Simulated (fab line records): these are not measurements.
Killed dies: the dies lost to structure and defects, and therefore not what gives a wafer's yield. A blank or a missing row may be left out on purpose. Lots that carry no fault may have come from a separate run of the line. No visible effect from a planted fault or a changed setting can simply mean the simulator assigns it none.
2 desks looking at one fault :: flow nand-harc :: each desk holds nothing but its own numbers, with what lay behind them at the end

== FOR THE TOOL OWNER'S DESK: acl-dep-02 ==
The tool's own readings at NHARC_A_CHANNEL_HOLE_D1_DEP_00 (deposits aC, target thk 3100 nm): means of the sampled wafers that have a number, for each lot that ran on this tool. A lot is out of limits, marked OUT, if its mean lies more than 4 standard deviations from the usual mean; the brackets give that distance.
Columns: A = throttle-valve-pct at NHARC_A_CHANNEL_HOLE_D1_DEP_00, usual 35.000 %
lot: L366
first seen here: day 8 17:14
A: 35.005

lot: L373
first seen here: day 10 04:01
A: 34.998

lot: L374
first seen here: day 10 17:46
A: 35.006

lot: L387
first seen here: day 13 21:29
A: 34.991
This desk's verdict: no lot among the 4 shows anything out of limits.

== AT THE METROLOGY DESK ==
What the gauges read for every lot (on any tool): the sampled wafers with a number, averaged. A lot is out of limits, marked OUT, if its mean lies more than 4 standard deviations from the usual mean; the brackets give that distance.
Columns: A = thk-nm at NHARC_A_BONDPAD_THK_MEAS_30, usual 199.8 nm
lot: L365
first seen here: day 18 14:44
A: 200.2

lot: L368
first seen here: day 18 16:31
A: 200.1

lot: L366
first seen here: day 18 16:32
A: 200.7

lot: L372
first seen here: day 19 13:42
A: 199.7

lot: L374
first seen here: day 20 06:09
A: 199.6

lot: L373
first seen here: day 20 06:49
A: 199.6

lot: L379
first seen here: day 20 21:06
A: 200.3

lot: L378
first seen here: day 21 16:18
A: 198.2

lot: L382
first seen here: day 22 13:20
A: 199.3

lot: L384
first seen here: day 23 10:53
A: 201.0

lot: L387
first seen here: day 23 15:44
A: 199.0

lot: L388
first seen here: day 23 16:33
A: 200.0

lot: L386
first seen here: day 23 16:43
A: 200.8
This desk's verdict: no lot among the 13 shows anything out of limits.

== BROUGHT TOGETHER ==
The tool owner's desk saw nothing out of limits.
The metrology desk saw nothing out of limits.

== WHAT THE SIMULATOR HAD INSERTED ==
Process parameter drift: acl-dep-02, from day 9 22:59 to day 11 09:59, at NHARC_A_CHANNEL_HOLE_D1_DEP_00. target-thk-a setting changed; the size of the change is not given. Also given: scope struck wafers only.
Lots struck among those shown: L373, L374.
